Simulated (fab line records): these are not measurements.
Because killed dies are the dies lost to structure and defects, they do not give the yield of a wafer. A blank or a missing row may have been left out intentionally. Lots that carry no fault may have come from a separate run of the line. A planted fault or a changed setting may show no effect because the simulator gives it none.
fab line records || flow n5_finfet
[record] {"lots": 4, "wafers": 12, "last_day": 16}
route steps=1938 shown GATE_CUT@468 BEOL_M4@1111
lots that met no fault: from a run of the same line without faults
start_h: hours from the record's first day to the start of the lot's first wafer shown || wait_h: time in hours since the lot's previous step || " unchanged from the row above || L1.1+2: several wafers, shown together as one row || - no value present, or no start provided || * or withheld: withheld || < > ~ a bound
route shown NAME@n: names a module that has steps shown in the file, with the first one's number in the route || usual: mean and standard deviation over wafers with no fault || same: alike in all rows || chamber/n: place in a boat || sites: the reading at each site || _std_site: the standard deviation of these || _edge_site: mean of outer sites minus mean of inner sites || radius_mm: how far each site lies from the wafer's centre || mask NAME#n: copy n || behind: tool/chamber where the wafer was last shaped || hold: reason for holding the lot/hours on hold/outcome of the hold || device: whichever transistor did not switch (one of n, p or np) || end of line: the tests these same wafers got at the end of their route || a step given without rows: its recipe and nothing more || killed: dies lost to structure and defects at the first sort, not the wafer's yield || map: shows each die of a wafer: x if killed, . if not, _ if none is there
set.NAME: the setting as run; set.NAME@STEP: as run at that earlier step || model.NAME: the simulator's own value behind a step, which no gauge read
certain route steps with their lots: each step a table, each wafer a row
services: when a tool's chamber went out of use (start_h, in hours from the record's first day, below 0 if earlier), for how many hours, and the reason
[[steps]]
[step N5_GATE_CUT_VAPOR_ETCH_60]
[recipe] {"chemistry": "BCl3/Cl2", "target": "HfO2", "mode": "isotropic"}
[step N5_GATE_CUT_ETCH_58]
[recipe] {"chemistry": "CH3F/O2", "target": "SiNx", "target_depth_a": 170, "time_s": 128.6, "ion_energy_ev": 50, "pressure_mtorr": 30, "source_w": 415, "bias_w": 21, "Ar_flow_sccm": 150, "CH3F_flow_sccm": 30, "O2_flow_sccm": 20}
[step N5_GATE_CUT_STRIP_59]
[recipe] {"chemistry": "N2/H2", "time_s": 20, "power_w": 100, "temp_c": 40, "pressure_mtorr": 100, "rf_frequency_hz": 6e+07, "bias_power_w": 3, "n2_flow_sccm": 300, "h2_flow_sccm": 300}
[step N5_GATE_CUT_PRECLEAN_31]
[recipe] {"temp_c": 23, "chemistry": "DIW", "time_s": 300}
[step N5_GATE_CUT_SRD_32]
[recipe] {"time_s": 30, "temp_c": 23, "rinse_liquid": "diw", "dry": "ipa_marangoni"}
[step N5_GATE_CUT_SAC_CAP_01]
[recipe] {"material": "SiNx", "target_thk_a": 240, "temp_c": 400, "ald_precursor_family": "SiH2I2", "ald_co_reactant": "N2/H2-plasma", "pulse_time_s": 1, "ald_cycles": 480, "purge_time_s": 2, "co_reactant_purge_time_s": 2, "pressure_torr": 2}
[step N5_GATE_CUT_PECVD_57]
[recipe] {"material": "SiNx", "target_thk_a": 210, "temp_c": 400, "precursor": "SiH4/NH3/N2", "pressure_torr": 1.5, "rf_w": 300}
[step N5_GATE_CUT_CMP_02]
[recipe] {"stop_on": "SiO2", "t_overpolish_s": 12.7, "post_cmp_clean": "alkaline_brush", "down_force_psi": 2.5, "platen_rpm": 51.8, "pad_velocity_m_s": 1.0307, "target_thk_nm": 0}
[step N5_GATE_CUT_HM_DEP_46]
[recipe] {"material": "SiO2", "target_thk_a": 1300, "temp_c": 400, "precursor": "TEOS/O2", "pressure_torr": 6.5, "rf_w": 900, "teos_flow_sccm": 161.4, "gas": "O2", "flow_sccm": 2650, "time_s": 26.6}
[step N5_GATE_CUT_COAT_34]
[recipe] {"resist": "SOC", "temp_c": 250, "time_s": 60, "spin_rpm": 1500, "resist_thk_nm": 60}
[step N5_GATE_CUT_COAT_35]
[recipe] {"resist": "SiARC", "temp_c": 220, "time_s": 60, "spin_rpm": 1500, "resist_thk_nm": 10}
[step N5_GATE_CUT_COAT_27]
[recipe] {"resist": "underlayer", "temp_c": 205, "time_s": 60, "spin_rpm": 1500, "resist_thk_nm": 10}
[usual] {"exhaust_pa": "45.1/0.79", "spin_speed_rpm": "1499.9/0.88"}
{"lot.wafer": "L676.2", "tool": "litho_track-05", "chamber": 0, "start_h": 123.14, "wait_h": "-", "exhaust_pa": 45.8, "spin_speed_rpm": 1465.2}
{"lot.wafer": "L676.3", "tool": "litho_track-05", "chamber": 0, "start_h": 123.14, "wait_h": "-", "exhaust_pa": 47.1, "spin_speed_rpm": 1464.5}
{"lot.wafer": "L676.4", "tool": "litho_track-05", "chamber": 0, "start_h": 123.14, "wait_h": "-", "exhaust_pa": 44.6, "spin_speed_rpm": 1465.6}
{"lot.wafer": "L678.1", "tool": "litho_track-05", "chamber": 0, "start_h": 134.02, "wait_h": "-", "exhaust_pa": 45.4, "spin_speed_rpm": 1463.5}
{"lot.wafer": "L678.3", "tool": "litho_track-05", "chamber": 0, "start_h": 134.02, "wait_h": "-", "exhaust_pa": 44.8, "spin_speed_rpm": 1463.9}
{"lot.wafer": "L678.4", "tool": "litho_track-05", "chamber": 0, "start_h": 134.02, "wait_h": "-", "exhaust_pa": 43.3, "spin_speed_rpm": 1464.7}
{"lot.wafer": "L686.2", "tool": "litho_track-01", "chamber": 0, "start_h": 187.29, "wait_h": "-", "exhaust_pa": 44.8, "spin_speed_rpm": 1500.2}
{"lot.wafer": "L686.4", "tool": "litho_track-01", "chamber": 0, "start_h": 187.29, "wait_h": "-", "exhaust_pa": 45.4, "spin_speed_rpm": 1499.4}
{"lot.wafer": "L686.6", "tool": "litho_track-01", "chamber": 0, "start_h": 187.29, "wait_h": "-", "exhaust_pa": 44.0, "spin_speed_rpm": 1499.3}
{"lot.wafer": "L688.4", "tool": "litho_track-05", "chamber": 0, "start_h": 195.35, "wait_h": "-", "exhaust_pa": 45.8, "spin_speed_rpm": 1499.7}
{"lot.wafer": "L688.5", "tool": "litho_track-05", "chamber": 0, "start_h": 195.35, "wait_h": "-", "exhaust_pa": 46.1, "spin_speed_rpm": 1499.7}
{"lot.wafer": "L688.6", "tool": "litho_track-05", "chamber": 0, "start_h": 195.35, "wait_h": "-", "exhaust_pa": 46.7, "spin_speed_rpm": 1499.8}
[step N5_GATE_CUT_COAT_07]
[recipe] {"resist": "CAR-EUV", "spin_rpm": 1500, "resist_thk_nm": 30}
[step N5_GATE_CUT_EBR_09]
[recipe] {"solvent": "PGMEA", "ebr_width_mm": 1.5}
[step N5_GATE_CUT_SOFTBAKE_08]
[recipe] {"temp_c": 110, "time_s": 60, "resist": "CAR-EUV"}
[step N5_GATE_CUT_EXPOSE_10]
[recipe] {"mask_id": "GATE_CUT", "na": 0.33, "source_shape": "annular", "sigma_inner": 0.35, "sigma_outer": 0.8, "polarization": "unpolarized", "target_cd_nm": 20, "dose_mj": 43.25}
[step N5_GATE_CUT_PEB_11]
[recipe] {"peb_temp_c": 100, "peb_time_s": 60, "resist": "CAR-EUV"}
[step N5_GATE_CUT_DEVELOP_12]
[recipe] {"develop_time_s": 30, "developer": "TMAH", "resist": "CAR-EUV", "rinse_liquid": "surfactant_rinse", "dry": "air_spin", "dev_temp_c": 23}
[step N5_GATE_CUT_DESCUM_18]
[recipe] {"chemistry": "O2", "time_s": 7, "source_power_w": 50, "bias_power_w": 20, "pressure_mtorr": 20, "rf_frequency_hz": 2.712e+07, "temp_c": 40, "resist": "CAR-EUV", "o2_flow_sccm": 225}
[step N5_GATE_CUT_ETCH_28]
[recipe] {"chemistry": "N2/H2", "target": "underlayer", "target_depth_a": 130, "mask_material": "CAR-EUV", "time_s": 10.4, "ion_energy_ev": 200, "pressure_mtorr": 30, "source_w": 840, "bias_w": 150, "n2_flow_sccm": 200, "h2_flow_sccm": 200, "ends": "cleared"}
[usual] {"bias_w": "149.9/0.46", "chamber_pressure_mTorr": "30.00/0.031", "drypump_motor_current_A": "5.6/0.42", "etch_rf_on_time_s": "10.35/0.11", "oes_product_au": "0.68/0.067", "rf_vpp_V": "525.0/2.2", "showerhead_plenum_p_Torr": "2.57/0.074", "throttle_valve_pct": "17.76/0.28"}
{"lot.wafer": "L676.2", "tool": "rie_diel-02", "chamber": 0, "start_h": 123.56, "wait_h": 0.0, "bias_w": 149.3, "chamber_pressure_mTorr": 30.02, "drypump_motor_current_A": 5.9, "etch_rf_on_time_s": 10.45, "oes_product_au": 0.82, "rf_hours_counter_h": 11, "rf_vpp_V": 529.1, "showerhead_plenum_p_Torr": 2.70, "throttle_valve_pct": 17.17, "model.etch.depth_nm": 10.11}
{"lot.wafer": "L676.3", "tool": "rie_diel-02", "chamber": 1, "start_h": 123.56, "wait_h": 0.0, "bias_w": 150.3, "chamber_pressure_mTorr": 29.97, "drypump_motor_current_A": 5.4, "etch_rf_on_time_s": 10.35, "oes_product_au": 0.77, "rf_hours_counter_h": 16, "rf_vpp_V": 525.1, "showerhead_plenum_p_Torr": 2.60, "throttle_valve_pct": 17.57, "model.etch.depth_nm": 10.09}
{"lot.wafer": "L676.4", "tool": "rie_diel-02", "chamber": 3, "start_h": 123.56, "wait_h": 0.0, "bias_w": 149.1, "chamber_pressure_mTorr": 30.01, "drypump_motor_current_A": 5.8, "etch_rf_on_time_s": 10.43, "oes_product_au": 0.65, "rf_hours_counter_h": 158, "rf_vpp_V": 527.0, "showerhead_plenum_p_Torr": 2.64, "throttle_valve_pct": 17.72, "model.etch.depth_nm": 10.11}
{"lot.wafer": "L678.1", "tool": "rie_diel-03", "chamber": 1, "start_h": 134.57, "wait_h": 0.0, "bias_w": 149.8, "chamber_pressure_mTorr": 30.03, "drypump_motor_current_A": 5.4, "etch_rf_on_time_s": 10.35, "oes_product_au": 0.71, "rf_hours_counter_h": 92, "rf_vpp_V": 523.6, "showerhead_plenum_p_Torr": 2.56, "throttle_valve_pct": 17.59, "model.etch.depth_nm": 10.12}
{"lot.wafer": "L678.3", "tool": "rie_diel-03", "chamber": 0, "start_h": 134.57, "wait_h": 0.0, "bias_w": 150.7, "chamber_pressure_mTorr": 29.97, "drypump_motor_current_A": 5.5, "etch_rf_on_time_s": 10.42, "oes_product_au": 0.71, "rf_hours_counter_h": 81, "rf_vpp_V": 524.9, "showerhead_plenum_p_Torr": 2.58, "throttle_valve_pct": 17.78, "model.etch.depth_nm": 10.11}
{"lot.wafer": "L678.4", "tool": "rie_diel-03", "chamber": 3, "start_h": 134.57, "wait_h": 0.0, "bias_w": 150.0, "chamber_pressure_mTorr": 30.02, "drypump_motor_current_A": 5.3, "etch_rf_on_time_s": 10.61, "oes_product_au": 0.61, "rf_hours_counter_h": 179, "rf_vpp_V": 524.1, "showerhead_plenum_p_Torr": 2.53, "throttle_valve_pct": 17.78, "model.etch.depth_nm": 10.11}
{"lot.wafer": "L686.2", "tool": "rie_diel-03", "chamber": 3, "start_h": 187.71, "wait_h": 0.0, "bias_w": 149.3, "chamber_pressure_mTorr": 30.03, "drypump_motor_current_A": 5.3, "etch_rf_on_time_s": 10.56, "oes_product_au": 0.59, "rf_hours_counter_h": 197, "rf_vpp_V": 523.8, "showerhead_plenum_p_Torr": 2.52, "throttle_valve_pct": 17.83, "model.etch.depth_nm": 10.01}
{"lot.wafer": "L686.4", "tool": "rie_diel-03", "chamber": 1, "start_h": 187.71, "wait_h": 0.0, "bias_w": 149.6, "chamber_pressure_mTorr": 30.00, "drypump_motor_current_A": 5.4, "etch_rf_on_time_s": 10.41, "oes_product_au": 0.69, "rf_hours_counter_h": 109, "rf_vpp_V": 524.2, "showerhead_plenum_p_Torr": 2.55, "throttle_valve_pct": 17.62, "model.etch.depth_nm": 9.994}
{"lot.wafer": "L686.6", "tool": "rie_diel-03", "chamber": 0, "start_h": 187.71, "wait_h": 0.0, "bias_w": 149.8, "chamber_pressure_mTorr": 29.97, "drypump_motor_current_A": 5.5, "etch_rf_on_time_s": 10.50, "oes_product_au": 0.68, "rf_hours_counter_h": "-", "rf_vpp_V": 525.5, "showerhead_plenum_p_Torr": 2.57, "throttle_valve_pct": 17.82, "model.etch.depth_nm": 9.992}
{"lot.wafer": "L688.4", "tool": "rie_diel-02", "chamber": 3, "start_h": 195.89, "wait_h": 0.0, "bias_w": 150.8, "chamber_pressure_mTorr": 30.02, "drypump_motor_current_A": 5.8, "etch_rf_on_time_s": 10.46, "oes_product_au": 0.63, "rf_hours_counter_h": 178, "rf_vpp_V": 526.2, "showerhead_plenum_p_Torr": 2.63, "throttle_valve_pct": 17.75, "model.etch.depth_nm": 10.01}
{"lot.wafer": "L688.5", "tool": "rie_diel-02", "chamber": 1, "start_h": 195.89, "wait_h": 0.0, "bias_w": 149.9, "chamber_pressure_mTorr": 30.00, "drypump_motor_current_A": 5.4, "etch_rf_on_time_s": 10.34, "oes_product_au": 0.74, "rf_hours_counter_h": "-", "rf_vpp_V": 526.2, "showerhead_plenum_p_Torr": 2.59, "throttle_valve_pct": 17.60, "model.etch.depth_nm": 10.01}
{"lot.wafer": "L688.6", "tool": "rie_diel-02", "chamber": 2, "start_h": 195.89, "wait_h": 0.0, "bias_w": 150.1, "chamber_pressure_mTorr": 30.01, "drypump_motor_current_A": 5.2, "etch_rf_on_time_s": 10.30, "oes_product_au": 0.65, "rf_hours_counter_h": "-", "rf_vpp_V": 525.4, "showerhead_plenum_p_Torr": 2.54, "throttle_valve_pct": 18.04, "model.etch.depth_nm": 10.03}
[step N5_GATE_CUT_ETCH_36]
[recipe] {"chemistry": "CF4", "target": "SiARC", "target_depth_a": 130, "mask_material": "CAR-EUV", "time_s": 21.7, "ion_energy_ev": 80, "pressure_mtorr": 40, "source_w": 545, "bias_w": 36, "Ar_flow_sccm": 100, "cf4_flow_sccm": 100, "ends": "cleared"}
[step N5_BEOL_M4_RC_MEAS_101]
[usual] {"DIBL_N": "36.4/1.5", "DIBL_P": "36.6/1.9", "IOFF_N": "0.155/0.021", "IOFF_P": "0.211/0.028", "ION_N": "671/8.6", "ION_P": "462/5.8", "SS_N": "71.5/0.5", "SS_P": "73.4/0.58", "VT_N": "250.1/2.4", "VT_P": "-250.1/3"}
{"lot.wafer": "L676.2", "tool": "prober-02", "chamber": 0, "start_h": 207.85, "wait_h": 0.2, "DIBL_N[mV/V]": 36.5, "DIBL_P[mV/V]": 36.7, "IOFF_N[nA/um]": 0.155, "IOFF_P[nA/um]": 0.208, "ION_N[uA/um]": 673, "ION_P[uA/um]": 460, "SS_N[mV/dec]": 71.6, "SS_P[mV/dec]": 73.4, "VT_N[mV]": 250.9, "VT_P[mV]": -250.0}
{"lot.wafer": "L676.3", "tool": "prober-02", "chamber": 0, "start_h": 207.85, "wait_h": 0.2, "DIBL_N[mV/V]": 35.4, "DIBL_P[mV/V]": 35.3, "IOFF_N[nA/um]": 0.141, "IOFF_P[nA/um]": 0.204, "ION_N[uA/um]": 668, "ION_P[uA/um]": 466, "SS_N[mV/dec]": 71.0, "SS_P[mV/dec]": 73.1, "VT_N[mV]": 250.3, "VT_P[mV]": -248.9}
{"lot.wafer": "L676.4", "tool": "prober-02", "chamber": 0, "start_h": 207.85, "wait_h": 0.2, "DIBL_N[mV/V]": 38.1, "DIBL_P[mV/V]": 37.4, "IOFF_N[nA/um]": 0.175, "IOFF_P[nA/um]": 0.223, "ION_N[uA/um]": 664, "ION_P[uA/um]": 462, "SS_N[mV/dec]": 71.5, "SS_P[mV/dec]": 73.7, "VT_N[mV]": 249.8, "VT_P[mV]": -249.3}
{"lot.wafer": "L678.1", "tool": "prober-01", "chamber": 0, "start_h": 214.65, "wait_h": 0.0, "DIBL_N[mV/V]": 37.3, "DIBL_P[mV/V]": 38.5, "IOFF_N[nA/um]": 0.180, "IOFF_P[nA/um]": 0.251, "ION_N[uA/um]": 671, "ION_P[uA/um]": 469, "SS_N[mV/dec]": 71.6, "SS_P[mV/dec]": 74.6, "VT_N[mV]": 246.0, "VT_P[mV]": -249.7}
{"lot.wafer": "L678.3", "tool": "prober-01", "chamber": 0, "start_h": 214.65, "wait_h": 0.0, "DIBL_N[mV/V]": 36.6, "DIBL_P[mV/V]": 37.5, "IOFF_N[nA/um]": 0.170, "IOFF_P[nA/um]": 0.228, "ION_N[uA/um]": 675, "ION_P[uA/um]": 461, "SS_N[mV/dec]": 71.4, "SS_P[mV/dec]": 74.2, "VT_N[mV]": 247.8, "VT_P[mV]": -249.3}
{"lot.wafer": "L678.4", "tool": "prober-01", "chamber": 0, "start_h": 214.65, "wait_h": 0.0, "DIBL_N[mV/V]": 34.8, "DIBL_P[mV/V]": 34.8, "IOFF_N[nA/um]": 0.129, "IOFF_P[nA/um]": 0.185, "ION_N[uA/um]": 661, "ION_P[uA/um]": 460, "SS_N[mV/dec]": 71.5, "SS_P[mV/dec]": 73.8, "VT_N[mV]": 253.9, "VT_P[mV]": -252.5}
{"lot.wafer": "L686.2", "tool": "prober-01", "chamber": 0, "start_h": 273.91, "wait_h": 0.2, "DIBL_N[mV/V]": 37.2, "DIBL_P[mV/V]": 36.7, "IOFF_N[nA/um]": 0.153, "IOFF_P[nA/um]": 0.222, "ION_N[uA/um]": 671, "ION_P[uA/um]": 460, "SS_N[mV/dec]": 72.1, "SS_P[mV/dec]": 73.7, "VT_N[mV]": 250.6, "VT_P[mV]": -249.2}
{"lot.wafer": "L686.4", "tool": "prober-01", "chamber": 0, "start_h": 273.91, "wait_h": 0.2, "DIBL_N[mV/V]": 35.3, "DIBL_P[mV/V]": 34.4, "IOFF_N[nA/um]": 0.115, "IOFF_P[nA/um]": 0.187, "ION_N[uA/um]": 653, "ION_P[uA/um]": 455, "SS_N[mV/dec]": 71.2, "SS_P[mV/dec]": 72.6, "VT_N[mV]": 255.9, "VT_P[mV]": -250.6}
{"lot.wafer": "L686.6", "tool": "prober-01", "chamber": 0, "start_h": 273.91, "wait_h": 0.2, "DIBL_N[mV/V]": 38.0, "DIBL_P[mV/V]": 37.9, "IOFF_N[nA/um]": 0.162, "IOFF_P[nA/um]": 0.244, "ION_N[uA/um]": 662, "ION_P[uA/um]": 460, "SS_N[mV/dec]": 72.1, "SS_P[mV/dec]": 73.5, "VT_N[mV]": 250.1, "VT_P[mV]": -247.3}
{"lot.wafer": "L688.4", "tool": "prober-02", "chamber": 0, "start_h": 278.42, "wait_h": 0.5, "DIBL_N[mV/V]": 36.5, "DIBL_P[mV/V]": 39.2, "IOFF_N[nA/um]": 0.179, "IOFF_P[nA/um]": 0.239, "ION_N[uA/um]": 677, "ION_P[uA/um]": 466, "SS_N[mV/dec]": 71.5, "SS_P[mV/dec]": 73.3, "VT_N[mV]": 249.6, "VT_P[mV]": -249.1}
{"lot.wafer": "L688.5", "tool": "prober-02", "chamber": 0, "start_h": 278.42, "wait_h": 0.5, "DIBL_N[mV/V]": 35.6, "DIBL_P[mV/V]": 37.8, "IOFF_N[nA/um]": 0.161, "IOFF_P[nA/um]": 0.225, "ION_N[uA/um]": 674, "ION_P[uA/um]": 464, "SS_N[mV/dec]": 71.4, "SS_P[mV/dec]": 73.4, "VT_N[mV]": 250.0, "VT_P[mV]": -248.6}
{"lot.wafer": "L688.6", "tool": "prober-02", "chamber": 0, "start_h": 278.42, "wait_h": 0.5, "DIBL_N[mV/V]": 35.2, "DIBL_P[mV/V]": 37.0, "IOFF_N[nA/um]": 0.158, "IOFF_P[nA/um]": 0.206, "ION_N[uA/um]": 676, "ION_P[uA/um]": 462, "SS_N[mV/dec]": 71.6, "SS_P[mV/dec]": 73.3, "VT_N[mV]": 249.0, "VT_P[mV]": -249.4}
[[services]]
{"tool": "rie_diel-02", "chamber": 1, "start_h": 110.06, "hours": 6.0, "kind": "repair"}
{"tool": "rie_diel-03", "chamber": "-", "start_h": 130.92, "hours": 0.7, "kind": "repair"}
{"tool": "rie_diel-02", "chamber": "-", "start_h": 140.34, "hours": 0.4, "kind": "repair"}
{"tool": "rie_diel-03", "chamber": 2, "start_h": 145.58, "hours": "-", "kind": "clean"}
{"tool": "rie_diel-03", "chamber": 2, "start_h": 145.58, "hours": "-", "kind": "consumable_replace:focus_ring"}
{"tool": "rie_diel-03", "chamber": 2, "start_h": 145.58, "hours": 13.5, "kind": "scheduled_down"}
{"tool": "rie_diel-03", "chamber": 2, "start_h": 145.58, "hours": 13.5, "kind": "vent_cycle"}
{"tool": "rie_diel-03", "chamber": 1, "start_h": 149.89, "hours": 4.6, "kind": "repair"}
[[key]]
[first_sign] {"step": "N5_GATE_CUT_COAT_27", "reading": "spin_speed_rpm", "direction": "down", "sigmas": 40, "usual": "*", "struck": "*"}
effect none on later readings
[model_effect] {"step": "N5_GATE_CUT_ETCH_28", "value": "etch.depth_nm", "without": 9.991, "struck": 10.11}
met_at N5_GATE_CUT_COAT_27
struck_wafers L676.2,L676.3,L676.4,L678.1,L678.3,L678.4
[fault] {"kind": "process_parameter_drift", "tool": "litho_track-05", "chamber": "-", "onset_h": 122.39, "steps": "N5_GATE_CUT_COAT_27", "channel": "spin_rpm", "offset": "*", "shape": "step", "end_h": 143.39, "acts_in": "*", "stated": "*"}
